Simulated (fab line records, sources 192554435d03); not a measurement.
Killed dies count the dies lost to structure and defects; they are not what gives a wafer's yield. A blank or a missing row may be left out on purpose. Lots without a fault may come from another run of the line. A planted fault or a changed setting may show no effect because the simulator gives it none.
Chamber matching :: flow n5-finfet :: N5_BEOL_M11_CURE_72 on uv-cure-02 has 3 sister chambers
The step cures SiCOH lowk, time 120 s. 6 wafers are shown with their chamber, then 11 later ones without.

== WAFERS, EACH WITH ITS CHAMBER ==
wafer: L083.3
chamber: 1
wafer_temp_C_max: 371.9
lamp-power-pct (%): 52.37

wafer: L083.4
chamber: 1
wafer_temp_C_max: 372.6
lamp-power-pct (%): 52.35

wafer: L089.6
chamber: 2
wafer_temp_C_max: 372.1
lamp-power-pct (%): 52.18

wafer: L088.3
chamber: 0
wafer_temp_C_max: 371.2
lamp-power-pct (%): 52.41

wafer: L088.4
chamber: 0
wafer_temp_C_max: 371.3
lamp-power-pct (%): 52.28

wafer: L087.3
chamber: 2
wafer_temp_C_max: 371.8
lamp-power-pct (%): 52.33

== WAFERS MISSING THEIR CHAMBER ==
wafer: L087.4
wafer_temp_C_max: 371.9
lamp-power-pct (%): 52.33

wafer: L087.6
wafer_temp_C_max: 371.4
lamp-power-pct (%): 52.41

wafer: L090.1
wafer_temp_C_max: 371.5
lamp-power-pct (%): 52.29

wafer: L090.2
wafer_temp_C_max: 372.4
lamp-power-pct (%): 52.33

wafer: L090.4
wafer_temp_C_max: 372.7
lamp-power-pct (%): 52.28

wafer: L093.1
wafer_temp_C_max: 371.5
lamp-power-pct (%): 52.42

wafer: L093.2
wafer_temp_C_max: 371.2
lamp-power-pct (%): 52.26

wafer: L093.5
wafer_temp_C_max: 371.4
lamp-power-pct (%): 52.29

wafer: L094.1
wafer_temp_C_max: 371.8
lamp-power-pct (%): 52.26

wafer: L094.3
wafer_temp_C_max: 371.7
lamp-power-pct (%): 52.32

wafer: L094.5
wafer_temp_C_max: 372.4
lamp-power-pct (%): 52.31

== CHAMBER TAKEN BY EACH ==
wafer: L087.4
from the rows above: can't be placed: 2 or 1 or 0
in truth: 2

wafer: L087.6
from the rows above: can't be placed: 0 or 2 or 1
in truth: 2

wafer: L090.1
from the rows above: can't be placed: 0 or 2 or 1
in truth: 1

wafer: L090.2
from the rows above: can't be placed: 1 or 2
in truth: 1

wafer: L090.4
from the rows above: can't be placed: 1 or 2
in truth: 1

wafer: L093.1
from the rows above: can't be placed: 0 or 2 or 1
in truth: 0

wafer: L093.2
from the rows above: can't be placed: 0 or 2
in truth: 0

wafer: L093.5
from the rows above: can't be placed: 0 or 2
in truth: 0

wafer: L094.1
from the rows above: can't be placed: 2 or 1 or 0
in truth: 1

wafer: L094.3
from the rows above: can't be placed: 2 or 0 or 1
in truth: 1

wafer: L094.5
from the rows above: can't be placed: 1 or 2
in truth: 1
0 of 11 placed correctly. From these rows, 11 cannot be placed; in 11 the true chamber is one of the candidates. Wrongly placed: 0.
How it was worked out, from the rows above alone: a wafer's distance from a chamber is the root of the sum, over the readings, of the square of ((its reading less the chamber's mean) divided by the reading's scatter). If the next closest chamber is less than 2 further off than the closest, the wafer can't be placed; otherwise it belongs to the closest. A chamber's mean is the mean of its shown wafers. How the scatter is found: for the shown wafers, subtract from each reading the mean of its chamber, square and add these, divide the total by (wafers less chambers), then take the root.
